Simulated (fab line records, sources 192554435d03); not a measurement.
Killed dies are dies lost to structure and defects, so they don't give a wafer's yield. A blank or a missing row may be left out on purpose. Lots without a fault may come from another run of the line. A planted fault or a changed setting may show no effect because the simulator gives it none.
Chamber matching | flow n5_finfet | N5_BEOL_M2_ALD_84 on ald_metal-02: 4 sister chambers
The step deposits TaN, pulse time 2 s, purge time 3 s, co reactant purge time 2 s. 14 wafers are shown with their chamber, then 7 later ones without.

WAFERS WITH THEIR CHAMBER
wafer  | chamber | heater_power_w (W) | mfc_carrier_sccm (sccm)
L779.2 | 2       | 515                | 1502
L779.3 | 1       | 411                | 1495
L779.5 | 1       | 417                | 1503
L787.1 | 3       | 555                | 1502
L787.3 | 2       | 512                | 1493
L787.4 | 0       | 494                | 1500
L788.1 | 0       | 483                | 1494
L788.3 | 3       | 548                | 1492
L788.6 | 2       | 525                | 1502
L791.1 | 2       | 526                | 1507
L791.2 | 3       | 548                | 1499
L791.6 | 1       | 406                | 1501
L793.1 | 1       | 411                | 1498
L793.3 | 3       | 549                | 1507

SIGNATURES (means of the wafers above)
reading          | chamber 0 | chamber 1 | chamber 2 | chamber 3 | scatter within a chamber
heater_power_w   | 488.50    | 411.25    | 519.50    | 550.00    | 5.52
mfc_carrier_sccm | 1497.00   | 1499.25   | 1501.00   | 1500.00   | 5.24
Rule: a wafer's distance from a chamber is the root of the sum, over the readings, of the square of ((its reading less the chamber's mean) divided by the reading's scatter). The wafer belongs to the nearest chamber; if the next one is less than 2 further off, it can't be placed. The scatter: the root of (the sum of the squares of (reading less its chamber's mean) over the shown wafers, divided by (wafers less chambers)).

WAFERS WITHOUT THEIR CHAMBER
wafer  | heater_power_w (W) | mfc_carrier_sccm (sccm)
L793.5 | 558                | 1504
L800.1 | 505                | 1498
L800.2 | 517                | 1496
L800.5 | 523                | 1495
L801.1 | 420                | 1504
L801.5 | 568                | 1491
L801.6 | 478                | 1500

WHICH CHAMBER EACH WENT THROUGH
wafer  | from the rows above     | in truth
L793.5 | 3                       | 3
L800.1 | can't be placed: 2 or 0 | 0
L800.2 | 2                       | 2
L800.5 | 2                       | 2
L801.1 | 1                       | 1
L801.5 | 3                       | 3
L801.6 | 0                       | 0
Placed correctly: 6 of 7. Can't be placed from these rows: 1 (the true chamber is among the candidates in 1). Placed wrongly: 0.
